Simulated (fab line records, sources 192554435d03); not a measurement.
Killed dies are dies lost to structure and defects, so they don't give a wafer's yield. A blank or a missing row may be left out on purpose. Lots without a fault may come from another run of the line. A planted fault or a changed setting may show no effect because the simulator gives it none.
Which tool did it? | flow n5_finfet | 10 lots, 30 wafers sampled, at 3 steps of a route of 1938

WHAT THE GAUGES READ, wafer by wafer
N5_BEOL_M11_CD_MEAS_28: target cd 70 nm. Usual: cd_nm 70.1 nm, standard deviation 0.7.
lot  | measured     | on        | cd_nm (nm)     | flag
L126 | day 12 03:23 | cd_sem-02 | 70.1 69.8 69.8 |
L135 | day 14 03:20 | cd_sem-03 | 70.6 72.6 69.4 |
L138 | day 14 18:55 | cd_sem-03 | 69.9 72.1 73.0 |
L141 | day 15 03:59 | cd_sem-01 | 70.9 70.2 70.1 |
L140 | day 15 19:27 | cd_sem-03 | 70.0 69.3 70.2 |
L143 | day 16 06:12 | cd_sem-02 | 71.2 70.6 71.2 |
L145 | day 16 06:59 | cd_sem-02 | 70.0 70.3 71.1 |
L147 | day 17 16:28 | cd_sem-03 | 67.5 68.7 68.5 |
L148 | day 17 19:14 | cd_sem-03 | 69.5 70.2 70.1 |
L149 | day 18 14:52 | cd_sem-03 | 69.7 70.2 70.4 |

WHICH TOOL RAN EACH LOT (tool, then ch and the chambers of the sampled wafers, then the start)
lot  | N5_BEOL_M11_DESCUM_16              | N5_BEOL_M11_PEB_26
L126 | rie_diel-02 ch 0,1,3, day 12 01:15 | litho_track-03 ch 0, day 12 03:19
L135 | rie_diel-06 ch 2,3, day 14 02:24   | litho_track-01 ch 0, day 14 03:17
L138 | rie_diel-02 ch 0,1,2, day 14 18:01 | litho_track-01 ch 0, day 14 18:50
L141 | rie_diel-05 ch 1,3, day 15 01:11   | litho_track-03 ch 0, day 15 03:55
L140 | rie_diel-06 ch 1,3, day 15 16:13   | litho_track-02 ch 0, day 15 19:23
L143 | rie_diel-02 ch 1,2,3, day 16 04:32 | litho_track-02 ch 0, day 16 06:08
L145 | rie_diel-06 ch 0,2,3, day 16 04:56 | litho_track-03 ch 0, day 16 06:55
L147 | rie_diel-05 ch 0,1,2, day 17 12:44 | litho_track-01 ch 0, day 17 16:23
L148 | rie_diel-05 ch 0,2,3, day 17 17:55 | litho_track-03 ch 0, day 17 19:10
L149 | rie_diel-06 ch 0,1, day 18 12:58   | litho_track-01 ch 0, day 18 14:48
- N5_BEOL_M11_DESCUM_16: chemistry O2, time 7.9 s.
- N5_BEOL_M11_PEB_26: peb time 60 s.

WHAT THE TOOLS THEMSELVES READ (means of the sampled wafers that have a number; where no wafer has one, the mark that the record gives instead)
N5_BEOL_M11_DESCUM_16. Usual: drypump_motor_current_A 5.8 A, standard deviation 0.52; oes_product_au 0.80 a.u., standard deviation 0.084; rf_vpp_V 242.7 V, standard deviation 1.3; showerhead_plenum_p_Torr 2.07 Torr, standard deviation 0.063; temp_c 40.00 C, standard deviation 0.12; throttle_valve_pct 20.32 %, standard deviation 0.21.
lot  | tool        | drypump_motor_current_A (A) | oes_product_au (a.u.) | rf_vpp_V (V) | showerhead_plenum_p_Torr (Torr) | temp_c (C) | throttle_valve_pct (%) | flag
L126 | rie_diel-02 | 5.6                         | 0.82                  | 243.1        | 2.12                            | 40.03      | 20.22                  |
L135 | rie_diel-06 | 6.1                         | 0.82                  | 242.1        | 2.03                            | 40.02      | 20.57                  |
L138 | rie_diel-02 | 6.1                         | 0.78                  | 243.9        | 2.15                            | 40.03      | 20.38                  |
L141 | rie_diel-05 | 5.9                         | 0.71                  | 243.6        | 2.11                            | 39.94      | 20.24                  |
L140 | rie_diel-06 | 5.6                         | 0.75                  | 241.7        | 2.01                            | 39.92      | 20.62                  |
L143 | rie_diel-02 | 5.7                         | 0.78                  | 242.6        | 2.11                            | 39.99      | 20.40                  |
L145 | rie_diel-06 | 6.2                         | 0.86                  | 242.0        | 2.04                            | 39.99      | 20.34                  |
L147 | rie_diel-05 | 5.4                         | 0.75                  | 243.1        | 2.08                            | 39.96      | 20.30                  |
L148 | rie_diel-05 | 5.4                         | 0.76                  | 243.7        | 2.12                            | 39.97      | 20.30                  |
L149 | rie_diel-06 | 5.9                         | 0.85                  | 242.4        | 2.04                            | 40.04      | 20.14                  |

THE ANSWER, worked out from the rows above alone
Rule: a lot is off if the mean of its wafers that have a number lies more than 3 standard deviations from the usual mean. A lot without any number at a reading at which 4 lots or more have one is off too. The other lots that the step has rows for count as sound. The gauges are gone through in route order, then the tools' own readings, and for those a lot's mean is taken as printed above. The first step at which some lot is off is used, and at that step the reading that is off furthest; a lot without a number counts as furthest.
No lot is off at any reading shown: from this, nothing can be told.

WHAT THE SIMULATOR HAD PUT IN
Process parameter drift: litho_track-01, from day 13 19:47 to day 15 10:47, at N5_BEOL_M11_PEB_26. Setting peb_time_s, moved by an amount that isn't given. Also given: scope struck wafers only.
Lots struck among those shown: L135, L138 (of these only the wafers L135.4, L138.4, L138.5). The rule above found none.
